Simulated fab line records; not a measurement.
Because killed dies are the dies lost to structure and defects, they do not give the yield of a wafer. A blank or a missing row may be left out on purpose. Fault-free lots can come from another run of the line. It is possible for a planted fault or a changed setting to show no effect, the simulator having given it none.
Chamber matching	flow nand-harc	NHARC_A_CONTACT_ETCH_88 on rie-diel-04: 4 sister chambers
The step etches the open film in CF4, target depth 39 nm, time 65 s. 8 wafers are shown with their chamber, then 11 later ones without.

## WAFERS, EACH WITH ITS CHAMBER
wafer	chamber	showerhead-plenum-p-Torr (Torr)	drypump-motor-current-A (A)
L085.2	3	1.81	5.8
L085.3	1	1.79	5.7
L089.1	3	1.81	5.8
L089.2	0	1.70	5.8
L090.2	0	1.70	5.8
L090.3	2	1.67	6.3
L090.5	1	1.79	5.6
L093.4	2	1.66	6.2

## WAFERS MISSING THEIR CHAMBER
wafer	showerhead-plenum-p-Torr (Torr)	drypump-motor-current-A (A)
L093.5	1.81	5.7
L093.6	1.66	6.2
L097.1	1.78	5.7
L097.2	1.66	6.2
L097.5	1.70	5.8
L095.2	1.66	6.2
L095.5	1.81	5.8
L095.6	1.66	6.2
L096.2	1.78	5.7
L096.3	1.70	5.8
L096.5	1.80	5.8

## WHICH CHAMBER EACH WENT THROUGH
wafer	from the rows above	in truth
L093.5	3	3
L093.6	2	2
L097.1	1	1
L097.2	2	2
L097.5	0	0
L095.2	2	2
L095.5	3	3
L095.6	2	2
L096.2	1	1
L096.3	0	0
L096.5	can't be placed: 3 or 1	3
10 of 11 placed correctly. Not placeable from these rows: 1 (in 1, the candidates include the true chamber). Placed wrongly: 0.
How it was worked out, from the rows above alone: a wafer's distance from a chamber is the root of the sum, over the readings, of the square of ((its reading less the chamber's mean) divided by the reading's scatter). The wafer belongs to the nearest chamber; if the next one is less than 2 further off, it can't be placed. The mean given for a chamber averages the wafers shown for that chamber. The scatter is the square root of a quotient: the sum, over the shown wafers, of each reading's squared deviation from its chamber's mean, divided by wafers minus chambers.
